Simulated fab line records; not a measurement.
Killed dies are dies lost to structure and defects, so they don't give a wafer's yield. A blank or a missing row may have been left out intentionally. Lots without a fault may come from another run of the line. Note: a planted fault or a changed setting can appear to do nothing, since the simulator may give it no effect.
fab line records	flow nand-harc
[record] lots = 14	wafers = 42	last-day = 33
route steps=1302 shown P_M0@273 P_M1@290 END@1302
lots with no fault: from the same line, run without faults
start-h: start of the lot's first displayed wafer, in hours after the record's first day	wait-h: how many hours have passed since the lot's step before this one	" repeats the value in the row above	L1.1+2: one row covering several wafers at once	- no value, or no start was given	* or withheld: withheld	< > ~ a bound
route shown NAME@n: names a module that has steps shown in the file, with the first one's number in the route	usual: mean and standard deviation over wafers with no fault	same: alike in all rows	chamber/n: place in a boat	sites: the reading at each site	_std_site: their standard deviation	_edge_site: mean of outer sites minus mean of inner sites	radius-mm: for every site, how far away it sits from the centre of the wafer	mask NAME#n: copy n	behind: the most recent tool/chamber to have shaped the wafer	hold: the reason the lot was held/the length of the hold in hours/how it ended	device: transistor that didn't switch, given as n, p or np	end of line: the same wafers' tests at the end of the route	a step with no rows: only its recipe	killed: dies lost to structure and defects at the first sort, not the wafer's yield	map: shows each die of a wafer: x if killed, . if not, _ if none is there
set.NAME: the setting the step ran with; set.NAME@STEP: the setting that earlier step ran with	model.NAME: the simulator's own value behind a step, which no gauge read
route steps across a sampled set of lots; one table per step, one row per wafer
services: from which hour (start-h, from the record's first day; less than 0 if before it) a tool's chamber was out of use, for how many hours, and why
[[steps]]
[step NHARC_P_M0_PRE_CLEAN_29]
[recipe] time-s = 30	temp-c = 280	gas = H2/He
[usual] heater-power-w = 405/51
lot.wafer	tool	chamber	start-h	wait-h	heater-power-w
L819.4	pvd-sputter-02	-	-	-	381
L819.2	"	-	"	"	368
L819.5	"	-	"	"	424
L820.2	pvd-sputter-02	-	-	-	359
L820.3	"	-	"	"	417
L820.6	"	-	"	"	542
L821.2	pvd-sputter-01	-	-	-	349
L821.1	"	-	"	"	465
L821.3	"	-	"	"	448
L822.2	pvd-sputter-03	-	-	-	376
L822.1	"	-	"	"	464
L822.5	"	-	"	"	381
L826.3	pvd-sputter-03	-	204.08	0.1	344
L826.6	"	-	"	"	326
L826.5	"	-	"	"	377
L828.4	pvd-sputter-01	-	-	-	448
L828.2	"	-	"	"	376
L828.3	"	-	"	"	356
L835.2	pvd-sputter-03	-	-	-	403
L835.6	"	-	"	"	388
L835.5	"	-	"	"	404
L836.2	pvd-sputter-03	-	-	-	397
L836.6	"	-	"	"	335
L836.5	"	-	"	"	374
L837.2	pvd-sputter-02	-	-	-	389
L837.4	"	-	"	"	518
L837.5	"	-	"	"	396
L838.1	pvd-sputter-03	-	-	-	460
L838.2	"	-	"	"	331
L838.5	"	-	"	"	460
L839.3	pvd-sputter-02	-	-	-	403
L839.1	"	-	"	"	358
L839.5	"	-	"	"	417
L840.4	pvd-sputter-03	-	-	-	326
L840.5	"	-	"	"	447
L840.6	"	-	"	"	342
L841.4	pvd-sputter-02	-	-	-	407
L841.1	"	-	"	"	529
L841.2	"	-	"	"	388
L842.1	pvd-sputter-01	-	-	-	371
L842.3	"	-	"	"	433
L842.5	"	-	"	"	374
[step NHARC_P_M0_ANNEAL_30]
[recipe] temp-c = 225	time-s = 90
[usual] anneal-temp-c = 225.02/0.17	wafer_temp_C_max = 225.94/0.28
lot.wafer	tool	chamber	start-h	wait-h	anneal-temp-c	wafer_temp_C_max
L819.2	rtp-anneal-02	0	127.59	-	224.82	225.68
L819.4	"	0	"	"	225.08	225.63
L819.5	"	0	"	"	225.07	225.49
L820.2	rtp-anneal-01	0	130.99	-	225.02	225.82
L820.3	"	0	"	"	224.79	225.89
L820.6	"	0	"	"	225.30	226.16
L821.1	rtp-anneal-01	0	145.05	0.4	225.06	226.24
L821.2	"	0	"	"	225.16	225.67
L821.3	"	0	"	"	224.95	225.57
L822.1	rtp-anneal-02	0	156.55	0.3	224.95	225.83
L822.2	"	0	"	"	224.84	226.05
L822.5	"	0	"	"	224.82	225.79
L826.3	rtp-anneal-01	0	205.06	0.3	224.90	226.31
L826.5	"	0	"	"	224.82	226.33
L826.6	"	0	"	"	224.89	226.11
L828.2	rtp-anneal-02	0	215.40	-	225.10	226.07
L828.3	"	0	"	"	225.12	225.96
L828.4	"	0	"	"	224.93	225.85
L835.2	rtp-anneal-01	0	288.96	0.4	224.88	226.02
L835.5	"	0	"	"	224.93	225.94
L835.6	"	0	"	"	224.86	225.97
L836.2	rtp-anneal-01	0	290.92	0.4	224.90	226.19
L836.5	"	0	"	"	224.76	225.74
L836.6	"	0	"	"	224.92	226.10
L837.2	rtp-anneal-02	0	299.14	-	224.96	225.87
L837.4	"	0	"	"	225.21	225.76
L837.5	"	0	"	"	225.17	225.98
L838.1	rtp-anneal-01	0	310.59	-	225.16	226.75
L838.2	"	0	"	"	224.81	226.15
L838.5	"	0	"	"	224.75	226.15
L839.1	rtp-anneal-01	0	326.56	-	224.78	226.58
L839.3	"	0	"	"	225.05	226.25
L839.5	"	0	"	"	224.88	226.10
L840.4	rtp-anneal-01	0	330.19	0.3	224.87	226.02
L840.5	"	0	"	"	225.07	226.25
L840.6	"	0	"	"	224.82	226.34
L841.1	rtp-anneal-01	0	342.82	0.3	224.92	226.33
L841.2	"	0	"	"	225.31	226.53
L841.4	"	0	"	"	224.95	226.32
L842.1	rtp-anneal-02	0	352.79	-	225.15	226.21
L842.3	"	0	"	"	224.81	225.72
L842.5	"	0	"	"	224.90	225.78
[step NHARC_P_M0_PRE_CLEAN_31]
[recipe] time-s = 12	temp-c = 370	rf-power-w = 300	gas = NH3
[usual] heater-power-w = 620/84
lot.wafer	tool	chamber	start-h	wait-h	heater-power-w
L819.2	pecvd-04	0	128.46	0.1	525
L819.5	"	0	"	"	527
L819.4	"	1	"	"	724
L820.2	pecvd-04	0	131.84	0.1	507
L820.3	"	2	"	"	777
L820.6	"	1	"	"	686
L821.1	pecvd-03	1	145.93	0.1	660
L821.2	"	2	"	"	498
L821.3	"	0	"	"	554
L822.1	pecvd-01	1	157.44	0.1	761
L822.2	"	2	"	"	572
L822.5	"	2	"	"	568
L826.3	pecvd-01	0	205.87	0.1	556
L826.6	"	2	"	"	625
L826.5	"	0	"	"	579
L828.2	pecvd-03	1	216.24	0.1	591
L828.3	"	2	"	"	515
L828.4	"	0	"	"	543
L835.2	pecvd-04	2	289.80	0.1	770
L835.5	"	1	"	"	757
L835.6	"	2	"	"	778
L836.2	pecvd-03	1	291.75	0.1	587
L836.6	"	1	"	"	591
L836.5	"	2	"	"	482
L837.2	pecvd-01	0	299.98	0.1	591
L837.4	"	1	"	"	789
L837.5	"	2	"	"	579
L838.2	pecvd-04	2	311.49	0.1	655
L838.1	"	0	"	"	594
L838.5	"	0	"	"	610
L839.1	pecvd-03	0	327.47	0.1	594
L839.3	"	2	"	"	538
L839.5	"	1	"	"	616
L840.4	pecvd-04	0	330.96	0.1	597
L840.5	"	1	"	"	756
L840.6	"	2	"	"	759
L841.2	pecvd-03	2	343.71	0.1	522
L841.1	"	0	"	"	597
L841.4	"	2	"	"	524
L842.3	pecvd-03	0	353.67	0.1	615
L842.1	"	2	"	"	537
L842.5	"	0	"	"	610
[step NHARC_P_M1_SOFTBAKE_04]
[recipe] temp-c = 105	time-s = 55
[usual] heater-power-total-W = 188.45/0.13
lot.wafer	tool	chamber	start-h	wait-h	heater-power-total-W
L819.2	litho-track-04	0	129	-	188.46
L819.4	"	0	"	"	188.26
L819.5	"	0	"	"	188.48
L820.2	litho-track-01	0	132	-	188.35
L820.3	"	0	"	"	188.30
L820.6	"	0	"	"	188.52
L821.1	litho-track-01	0	146	-	188.43
L821.2	"	0	"	"	188.27
L821.3	"	0	"	"	188.44
L822.1	litho-track-04	0	158	-	188.52
L822.2	"	0	"	"	188.43
L822.5	"	0	"	"	188.39
L826.3	litho-track-01	0	206	-	191.17
L826.5	"	0	"	"	191.08
L826.6	"	0	"	"	190.76
L828.2	litho-track-01	0	217	-	190.83
L828.3	"	0	"	"	190.85
L828.4	"	0	"	"	191.19
L835.2	litho-track-06	0	290	-	188.44
L835.5	"	0	"	"	188.49
L835.6	"	0	"	"	188.56
L836.2	litho-track-04	0	292	-	188.36
L836.5	"	0	"	"	188.54
L836.6	"	0	"	"	188.34
L837.2	litho-track-01	0	300	-	188.41
L837.4	"	0	"	"	188.38
L837.5	"	0	"	"	188.41
L838.1	litho-track-06	0	312	-	188.37
L838.2	"	0	"	"	188.59
L838.5	"	0	"	"	188.35
L839.1	litho-track-01	0	328	-	188.65
L839.3	"	0	"	"	188.44
L839.5	"	0	"	"	188.41
L840.4	litho-track-04	0	331	-	188.63
L840.5	"	0	"	"	188.29
L840.6	"	0	"	"	188.40
L841.1	litho-track-04	0	344	-	188.32
L841.2	"	0	"	"	188.35
L841.4	"	0	"	"	188.29
L842.1	litho-track-01	0	354	-	188.27
L842.3	"	0	"	"	188.57
L842.5	"	0	"	"	188.27
[step NHARC_END_SORT_01]
[recipe] temp-c = 25
[usual] defect-limited-yield = 90.6/2.7	killed-at-array = 59/19	killed-at-other = 0.6/0.85	killed-at-periphery = 3.8/2.5	killed-dies = 64/19	killed-open = 3.3/1.8	killed-short = 2.2/1.6
[same] gross-dies = 677
lot.wafer	tool	chamber	start-h	wait-h	defect-limited-yield[%]	killed-at-array	killed-at-other	killed-at-periphery	killed-dies	killed-open	killed-short
L819.2	prober-02	0	565.82	2.8	98.2	8	0	4	12	3	1
L819.4	prober-02	0	567.41	3.4	96.6	19	1	3	23	2	3
L819.5	prober-02	0	568.21	3.7	96.5	17	1	6	24	3	3
L820.2	prober-01	0	565.84	2.8	89.7	64	1	5	70	4	0
L820.3	prober-01	0	566.64	3.1	89.1	67	1	6	74	4	0
L820.6	prober-01	0	569.03	4.0	91.7	49	0	7	56	6	2
L821.1	prober-01	0	577.07	2.5	95.1	29	0	4	33	4	2
L821.2	prober-01	0	577.87	2.8	95.1	31	0	2	33	3	3
L821.3	prober-01	0	578.68	3.1	93.8	35	0	7	42	4	3
L822.1	prober-02	0	596.01	2.5	90.3	64	0	2	66	3	2
L822.2	prober-02	0	596.80	2.8	88.5	74	2	2	78	1	5
L822.5	prober-02	0	599.19	3.7	89.8	62	0	7	69	1	3
L828.2	prober-02	0	645.39	2.8	92.0	51	1	2	54	6	2
L828.3	prober-02	0	646.19	3.1	91.0	53	2	6	61	4	5
L828.4	prober-02	0	646.99	3.4	90.5	61	2	1	64	3	7
L826.3	prober-01	0	646.14	3.1	90.7	58	1	4	63	4	1
L826.5	prober-01	0	647.72	3.7	88.8	70	2	4	76	4	4
L826.6	prober-01	0	648.51	4.0	91.0	59	0	2	61	0	2
L836.2	prober-01	0	728.35	2.8	87.9	77	3	2	82	2	2
L836.5	prober-01	0	730.71	3.7	89.2	72	1	0	73	2	0
L836.6	prober-01	0	731.50	3.9	88.8	71	1	4	76	1	0
L835.2	prober-02	0	736.98	2.8	90.8	60	0	2	62	1	3
L835.5	prober-02	0	739.40	3.7	90.7	58	0	5	63	7	3
L835.6	prober-02	0	740.21	4.0	91.1	55	1	4	60	3	2
L837.2	prober-01	0	762.55	2.8	90.4	56	0	9	65	4	3
L837.4	prober-01	0	764.15	3.4	88.8	73	0	3	76	2	4
L837.5	prober-01	0	764.94	3.7	88.2	73	1	6	80	4	3
L838.1	prober-02	0	764.97	2.5	95.9	25	0	3	28	4	0
L838.2	prober-02	0	765.77	2.8	96.0	24	1	2	27	4	1
L838.5	prober-02	0	768.17	3.7	94.5	31	0	6	37	7	3
L841.1	prober-02	0	772.77	2.5	93.4	40	1	4	45	3	3
L841.2	prober-02	0	773.56	2.8	91.9	51	2	2	55	3	2
L841.4	prober-02	0	775.14	3.4	92.0	52	0	2	54	5	2
L840.4	prober-01	0	774.56	3.4	91.6	51	2	4	57	4	1
L840.5	prober-01	0	775.37	3.7	89.8	63	0	6	69	2	3
L840.6	prober-01	0	776.18	4.0	90.5	60	2	2	64	2	3
L842.1	prober-02	0	780.70	2.5	88.9	62	0	13	75	6	1
L842.3	prober-02	0	782.30	3.1	90.1	55	0	12	67	1	7
L842.5	prober-02	0	783.90	3.7	88.2	73	1	6	80	6	1
L839.1	prober-01	0	780.71	2.5	92.5	46	1	4	51	1	1
L839.3	prober-01	0	782.31	3.1	90.8	60	0	2	62	3	2
L839.5	prober-01	0	783.92	3.7	92.6	47	0	3	50	4	3
// killed by level:class
L819.2 A_CHANNEL_HOLE_D2:chamber-film-flake=4 A_CHANNEL_HOLE_D1:geometric-particle:open=1 A_SGD_CUT:geometric-particle:short=1 A_WL_FILL:geometric-particle:open=1 A_BLC:geometric-particle:open=1 P_ZERO_WELL:chamber-film-flake=1 P_STI:chamber-film-flake=1 P_GATE:chamber-film-flake=1
L820.2 A_CHANNEL_HOLE_D1:chamber-film-flake=25 A_CHANNEL_HOLE_D2:chamber-film-flake=21 A_CONTACT:chamber-film-flake=8 P_STI:chamber-film-flake=3 A_STAIRCASE:chamber-film-flake=3 A_SGD_CUT:chamber-film-flake=3 A_DECK1_JOINT:chamber-film-flake=2 P_STI:geometric-particle:open=1
L820.3 A_CHANNEL_HOLE_D2:chamber-film-flake=32 A_CHANNEL_HOLE_D1:chamber-film-flake=23 A_STAIRCASE:chamber-film-flake=3 P_GATE:geometric-particle:open=2 P_GATE:chamber-film-flake=2 A_WL_FILL:chamber-film-flake=2 A_CONTACT:chamber-film-flake=2 A_ONON_D2:geometric-particle:open=1
L819.4 A_CHANNEL_HOLE_D2:chamber-film-flake=6 A_CHANNEL_HOLE_D1:chamber-film-flake=3 P_GATE:chamber-film-flake=2 A_STAIRCASE:chamber-film-flake=2 A_CONTACT:chamber-film-flake=2 A_ONON_D1:geometric-particle:short=1 A_ONON_D1:geometric-particle:open=1 A_CHANNEL_FILL_D1:geometric-particle:open=1
L819.5 A_CHANNEL_HOLE_D2:chamber-film-flake=6 A_STAIRCASE:chamber-film-flake=3 A_ONON_D2:geometric-particle:open=2 P_STI:chamber-film-flake=2 P_GATE:chamber-film-flake=2 P_GATE:geometric-particle:open=1 A_SOURCE_PLATE:geometric-particle:short=1 A_ONON_D1:geometric-particle:short=1
L820.6 A_CHANNEL_HOLE_D1:chamber-film-flake=14 A_CHANNEL_HOLE_D2:chamber-film-flake=14 A_CONTACT:chamber-film-flake=10 P_GATE:chamber-film-flake=3 A_CHANNEL_FILL_D2:chamber-film-flake=3 P_GATE:geometric-particle:open=1 P_CONTACT:geometric-particle:open=1 P_BONDPAD:geometric-particle:open=1
L821.1 A_CHANNEL_HOLE_D2:chamber-film-flake=5 A_STAIRCASE:chamber-film-flake=5 A_CONTACT:chamber-film-flake=5 P_GATE:chamber-film-flake=3 A_WL_FILL:chamber-film-flake=3 A_DECK1_JOINT:chamber-film-flake=2 A_SLIT:chamber-film-flake=2 A_ONON_D1:geometric-particle:open=1
L821.2 A_CHANNEL_HOLE_D2:chamber-film-flake=7 A_STAIRCASE:chamber-film-flake=5 A_WL_FILL:chamber-film-flake=3 A_CHANNEL_FILL_D2:geometric-particle:open=2 P_CONTACT:chamber-film-flake=2 A_SLIT:chamber-film-flake=2 A_CONTACT:chamber-film-flake=2 A_ONON_D1:geometric-particle:short=1
L821.3 A_CHANNEL_HOLE_D2:chamber-film-flake=13 A_STAIRCASE:chamber-film-flake=7 A_CONTACT:chamber-film-flake=6 P_GATE:chamber-film-flake=3 A_CHANNEL_FILL_D1:geometric-particle:open=2 A_SGD_CUT:geometric-particle:short=2 A_CHANNEL_FILL_D1:chamber-film-flake=2 P_CONTACT:geometric-particle:open=1
L822.1 A_SLIT:chamber-film-flake=27 A_CHANNEL_HOLE_D2:chamber-film-flake=27 A_CONTACT:chamber-film-flake=3 P_STI:chamber-film-flake=2 A_DECK1_JOINT:chamber-film-flake=2 A_CHANNEL_FILL_D1:geometric-particle:open=1 A_ONON_D2:geometric-particle:open=1 A_CHANNEL_HOLE_D2:geometric-particle:open=1
L822.2 A_CHANNEL_HOLE_D2:chamber-film-flake=37 A_SLIT:chamber-film-flake=23 A_DECK1_JOINT:chamber-film-flake=4 P_STI:chamber-film-flake=2 A_CHANNEL_HOLE_D1:chamber-film-flake=2 A_CHANNEL_FILL_D1:geometric-particle:short=1 A_DECK1_JOINT:geometric-particle:short=1 A_CHANNEL_FILL_D2:geometric-particle:open=1
L822.5 A_SLIT:chamber-film-flake=29 A_CHANNEL_HOLE_D2:chamber-film-flake=21 P_STI:chamber-film-flake=7 A_STAIRCASE:chamber-film-flake=3 A_ONON_D1:geometric-particle:short=2 A_CHANNEL_HOLE_D1:chamber-film-flake=2 A_CONTACT:chamber-film-flake=2 A_SOURCE_PLATE:geometric-particle:short=1
L828.2 A_SLIT:chamber-film-flake=28 A_CHANNEL_HOLE_D2:chamber-film-flake=6 A_CHANNEL_HOLE_D1:chamber-film-flake=4 A_M0:geometric-particle:open=3 A_STAIRCASE:chamber-film-flake=3 A_SGD_CUT:geometric-particle:open=2 A_WL_FILL:chamber-film-flake=2 P_CONTACT:geometric-particle:short=1
L826.3 A_CHANNEL_HOLE_D1:chamber-film-flake=31 A_CHANNEL_HOLE_D2:chamber-film-flake=19 P_CONTACT:geometric-particle:open=2 P_GATE:chamber-film-flake=2 A_STAIRCASE:chamber-film-flake=2 A_ONON_D1:geometric-particle:open=1 A_ONON_D2:geometric-particle:short=1 A_WL_FILL:geometric-particle:open=1
L828.3 A_SLIT:chamber-film-flake=22 A_CHANNEL_HOLE_D2:chamber-film-flake=10 A_CHANNEL_HOLE_D1:chamber-film-flake=6 A_WL_FILL:chamber-film-flake=4 P_ZERO_WELL:chamber-film-flake=3 A_CONTACT:chamber-film-flake=3 THIN_TSV:chamber-film-flake=2 A_SGD_CUT:geometric-particle:short=2
L828.4 A_SLIT:chamber-film-flake=30 A_CHANNEL_HOLE_D2:chamber-film-flake=10 A_STAIRCASE:chamber-film-flake=5 A_CHANNEL_FILL_D1:chamber-film-flake=3 A_ONON_D1:geometric-particle:short=2 A_WL_FILL:chamber-film-flake=2 THIN_TSV:chamber-film-flake=2 P_CONTACT:geometric-particle:short=1
L826.5 A_CHANNEL_HOLE_D1:chamber-film-flake=37 A_CHANNEL_HOLE_D2:chamber-film-flake=20 A_WL_FILL:geometric-particle:short=3 A_STAIRCASE:chamber-film-flake=3 A_ONON_D2:geometric-particle:open=2 P_STI:chamber-film-flake=2 A_CONTACT:chamber-film-flake=2 THIN_TSV:chamber-film-flake=2
L826.6 A_CHANNEL_HOLE_D2:chamber-film-flake=30 A_CHANNEL_HOLE_D1:chamber-film-flake=23 P_STI:chamber-film-flake=2 A_CHANNEL_FILL_D1:chamber-film-flake=2 A_ONON_D1:geometric-particle:short=1 A_WL_FILL:geometric-particle:short=1 A_SLIT:chamber-film-flake=1 A_CONTACT:chamber-film-flake=1
L836.2 A_CHANNEL_HOLE_D1:chamber-film-flake=35 A_CHANNEL_HOLE_D2:chamber-film-flake=21 A_SGD_CUT:chamber-film-flake=6 A_STAIRCASE:chamber-film-flake=3 A_CONTACT:chamber-film-flake=3 THIN_TSV:chamber-film-flake=3 A_SLIT:chamber-film-flake=2 A_CHANNEL_FILL_D2:chamber-film-flake=2
L836.5 A_CHANNEL_HOLE_D1:chamber-film-flake=29 A_CHANNEL_HOLE_D2:chamber-film-flake=19 A_SLIT:chamber-film-flake=6 A_WL_FILL:chamber-film-flake=5 A_SGD_CUT:chamber-film-flake=4 A_CONTACT:chamber-film-flake=3 A_STAIRCASE:chamber-film-flake=2 A_CHANNEL_HOLE_D2:geometric-particle:open=1
L836.6 A_CHANNEL_HOLE_D1:chamber-film-flake=25 A_CHANNEL_HOLE_D2:chamber-film-flake=22 P_ZERO_WELL:chamber-film-flake=4 A_SGD_CUT:chamber-film-flake=4 A_CONTACT:chamber-film-flake=4 A_CHANNEL_FILL_D2:chamber-film-flake=3 A_SLIT:chamber-film-flake=3 A_ZERO_WELL:chamber-film-flake=2
L835.2 A_SLIT:chamber-film-flake=28 A_CHANNEL_HOLE_D1:chamber-film-flake=12 A_CONTACT:chamber-film-flake=6 A_ZERO_WELL:chamber-film-flake=4 A_STAIRCASE:chamber-film-flake=2 A_SGD_CUT:chamber-film-flake=2 A_CHANNEL_HOLE_D1:geometric-particle:short=1 A_CHANNEL_FILL_D1:geometric-particle:short=1
L835.5 A_SLIT:chamber-film-flake=25 A_CONTACT:chamber-film-flake=11 A_CHANNEL_HOLE_D1:chamber-film-flake=9 P_STI:chamber-film-flake=3 P_M0:geometric-particle:open=2 A_CHANNEL_HOLE_D1:geometric-particle:short=2 A_ZERO_WELL:chamber-film-flake=2 A_CHANNEL_HOLE_D1:geometric-particle:open=1
L835.6 A_SLIT:chamber-film-flake=25 A_CHANNEL_HOLE_D1:chamber-film-flake=10 A_CONTACT:chamber-film-flake=5 P_STI:chamber-film-flake=3 A_STAIRCASE:chamber-film-flake=3 A_ZERO_WELL:chamber-film-flake=2 A_CHANNEL_FILL_D2:chamber-film-flake=2 A_BLC:chamber-film-flake=2
L837.2 A_SLIT:chamber-film-flake=27 A_CHANNEL_HOLE_D1:chamber-film-flake=18 A_ZERO_WELL:chamber-film-flake=3 P_STI:chamber-film-flake=2 P_GATE:chamber-film-flake=2 A_STAIRCASE:chamber-film-flake=2 P_CONTACT:geometric-particle:short=1 P_CONTACT:geometric-particle:open=1
L837.4 A_SLIT:chamber-film-flake=33 A_CHANNEL_HOLE_D1:chamber-film-flake=24 P_GATE:chamber-film-flake=3 A_WL_FILL:chamber-film-flake=3 A_CONTACT:chamber-film-flake=3 A_ONON_D2:geometric-particle:short=2 A_DECK1_JOINT:chamber-film-flake=2 A_STAIRCASE:chamber-film-flake=2
L837.5 A_SLIT:chamber-film-flake=36 A_CHANNEL_HOLE_D1:chamber-film-flake=22 A_CONTACT:chamber-film-flake=7 P_GATE:chamber-film-flake=4 P_M1:geometric-particle:open=1 A_ONON_D1:geometric-particle:open=1 A_CHANNEL_FILL_D1:geometric-particle:short=1 A_WL_FILL:geometric-particle:short=1
L838.1 A_CHANNEL_HOLE_D1:chamber-film-flake=11 A_SLIT:chamber-film-flake=6 P_GATE:chamber-film-flake=2 P_GATE:geometric-particle:open=1 A_CHANNEL_FILL_D1:geometric-particle:open=1 A_CHANNEL_FILL_D2:geometric-particle:open=1 A_M0:geometric-particle:open=1 A_ZERO_WELL:chamber-film-flake=1
L838.2 A_CHANNEL_HOLE_D1:chamber-film-flake=13 A_SLIT:chamber-film-flake=3 A_STAIRCASE:chamber-film-flake=2 A_DECK1_JOINT:geometric-particle:open=1 A_CHANNEL_FILL_D2:geometric-particle:short=1 A_WL_FILL:geometric-particle:open=1 A_BLC:geometric-particle:open=1 A_M1:geometric-particle:open=1
L838.5 A_CHANNEL_HOLE_D1:chamber-film-flake=9 A_DECK1_JOINT:chamber-film-flake=5 A_SLIT:chamber-film-flake=5 P_CONTACT:chamber-film-flake=2 A_CHANNEL_FILL_D2:chamber-film-flake=2 A_M1:chamber-film-flake=2 P_GATE:geometric-particle:open=1 P_CONTACT:geometric-particle:open=1
L841.1 A_SLIT:chamber-film-flake=22 A_CHANNEL_HOLE_D1:chamber-film-flake=10 P_STI:chamber-film-flake=2 P_CONTACT:geometric-particle:open=1 A_ONON_D1:geometric-particle:short=1 A_CHANNEL_HOLE_D1:geometric-particle:open=1 A_CHANNEL_FILL_D2:geometric-particle:short=1 A_WL_FILL:geometric-particle:short=1
L841.2 A_SLIT:chamber-film-flake=21 A_CHANNEL_HOLE_D1:chamber-film-flake=17 A_STAIRCASE:chamber-film-flake=3 A_DECK1_JOINT:chamber-film-flake=2 A_CHANNEL_HOLE_D2:chamber-film-flake=2 THIN_TSV:chamber-film-flake=2 A_CHANNEL_FILL_D1:geometric-particle:short=1 A_CHANNEL_FILL_D2:geometric-particle:open=1
L840.4 A_CHANNEL_HOLE_D2:chamber-film-flake=18 A_CHANNEL_HOLE_D1:chamber-film-flake=12 A_CONTACT:chamber-film-flake=8 A_SLIT:chamber-film-flake=5 P_STI:chamber-film-flake=4 A_WL_FILL:chamber-film-flake=2 A_ONON_D1:geometric-particle:open=1 A_ONON_D2:geometric-particle:open=1
L841.4 A_SLIT:chamber-film-flake=26 A_CHANNEL_HOLE_D1:chamber-film-flake=11 A_CHANNEL_FILL_D2:geometric-particle:open=2 A_CHANNEL_HOLE_D2:chamber-film-flake=2 P_GATE:chamber-film-flake=2 A_DECK1_JOINT:chamber-film-flake=2 A_CHANNEL_FILL_D2:chamber-film-flake=2 A_STAIRCASE:chamber-film-flake=2
L840.5 A_CHANNEL_HOLE_D2:chamber-film-flake=18 A_CHANNEL_HOLE_D1:chamber-film-flake=15 A_CONTACT:chamber-film-flake=9 A_SLIT:chamber-film-flake=8 A_STAIRCASE:chamber-film-flake=5 P_STI:chamber-film-flake=4 A_DECK1_JOINT:chamber-film-flake=4 P_GATE:geometric-particle:short=1
L840.6 A_CHANNEL_HOLE_D2:chamber-film-flake=20 A_CONTACT:chamber-film-flake=10 A_CHANNEL_HOLE_D1:chamber-film-flake=10 A_STAIRCASE:chamber-film-flake=9 A_SLIT:chamber-film-flake=5 A_DECK1_JOINT:chamber-film-flake=2 P_M0:geometric-particle:short=1 A_ONON_D2:geometric-particle:short=1
L842.1 A_SLIT:chamber-film-flake=27 A_CHANNEL_HOLE_D2:chamber-film-flake=15 A_CHANNEL_HOLE_D1:chamber-film-flake=11 P_BONDPAD:chamber-film-flake=6 P_GATE:chamber-film-flake=3 A_CONTACT:chamber-film-flake=3 P_CONTACT:geometric-particle:open=1 P_M0:geometric-particle:open=1
L839.1 A_SLIT:chamber-film-flake=27 A_CHANNEL_HOLE_D1:chamber-film-flake=7 A_CONTACT:chamber-film-flake=4 A_STAIRCASE:chamber-film-flake=3 P_ZERO_WELL:chamber-film-flake=2 P_BONDPAD:chamber-film-flake=2 A_DECK1_JOINT:chamber-film-flake=2 A_ONON_D1:geometric-particle:open=1
L842.3 A_CHANNEL_HOLE_D2:chamber-film-flake=18 A_SLIT:chamber-film-flake=12 A_CHANNEL_HOLE_D1:chamber-film-flake=11 P_BONDPAD:chamber-film-flake=7 A_STAIRCASE:chamber-film-flake=5 P_M0:geometric-particle:short=2 P_GATE:chamber-film-flake=2 A_CONTACT:chamber-film-flake=2
L839.3 A_SLIT:chamber-film-flake=31 A_CHANNEL_HOLE_D1:chamber-film-flake=13 A_STAIRCASE:chamber-film-flake=6 A_CONTACT:chamber-film-flake=5 A_CHANNEL_FILL_D2:chamber-film-flake=2 P_CONTACT:geometric-particle:open=1 P_M0:geometric-particle:open=1 A_ONON_D2:geometric-particle:short=1
L842.5 A_SLIT:chamber-film-flake=29 A_CHANNEL_HOLE_D2:chamber-film-flake=18 A_CHANNEL_HOLE_D1:chamber-film-flake=11 A_CONTACT:chamber-film-flake=4 A_STAIRCASE:chamber-film-flake=3 P_M0:geometric-particle:open=2 P_GATE:chamber-film-flake=2 P_BONDPAD:chamber-film-flake=2
L839.5 A_SLIT:chamber-film-flake=18 A_CHANNEL_HOLE_D1:chamber-film-flake=15 A_CONTACT:chamber-film-flake=4 A_DECK1_JOINT:chamber-film-flake=2 P_M0:geometric-particle:short=1 A_CHANNEL_FILL_D1:geometric-particle:open=1 A_CHANNEL_FILL_D2:geometric-particle:open=1 A_SGD_CUT:geometric-particle:short=1
[[services]]
tool	chamber	start-h	hours	kind
pvd-sputter-02	-	104.00	10.0	pm
pecvd-01	2	106.40	4.0	repair
pvd-sputter-01	-	124.06	1.9	repair
pecvd-01	-	130.21	13.0	pm
litho-track-01	-	155.00	7.0	pm
pvd-sputter-02	-	167.47	2.3	repair
litho-track-06	-	179.00	7.0	pm
pecvd-03	-	185.00	13.0	pm
pecvd-03	0	185.00	13.0	vent-cycle
pecvd-03	1	185.00	13.0	vent-cycle
pecvd-03	2	185.00	13.0	vent-cycle
litho-track-04	-	203.00	7.0	pm
pvd-sputter-03	-	205.36	10.0	pm
pvd-sputter-01	-	226.00	10.0	pm
pvd-sputter-03	-	235.59	1.8	repair
pecvd-03	0	237.07	6.9	repair
pecvd-04	-	245.04	1.2	repair
pecvd-01	-	266.43	0.6	repair
pecvd-04	-	269.34	13.0	pm
pvd-sputter-02	-	282.00	10.0	pm
pecvd-01	-	311.21	13.0	pm
pvd-sputter-03	-	320.54	1.9	repair
litho-track-01	-	330.00	7.0	pm
litho-track-06	-	354.00	7.0	pm
[[key]]
[first-sign] step = NHARC_P_M1_SOFTBAKE_04	reading = heater-power-total-W	direction = up	sigmas = 19	usual = *	struck = *
effect none on later readings
met-at NHARC_P_M1_SOFTBAKE_04
struck-lots L826,L828
not-acting-at NHARC_P_M0_PRE_CLEAN_29,NHARC_P_M0_ANNEAL_30,NHARC_P_M0_PRE_CLEAN_31
onset-between 146 206
[fault] kind = process-parameter-drift	tool = litho-track-01	chamber = -	onset-h = 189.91	steps = NHARC_P_M1_SOFTBAKE_04	channel = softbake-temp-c	offset = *	shape = step	end-h = 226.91	acts-in = *	stated = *
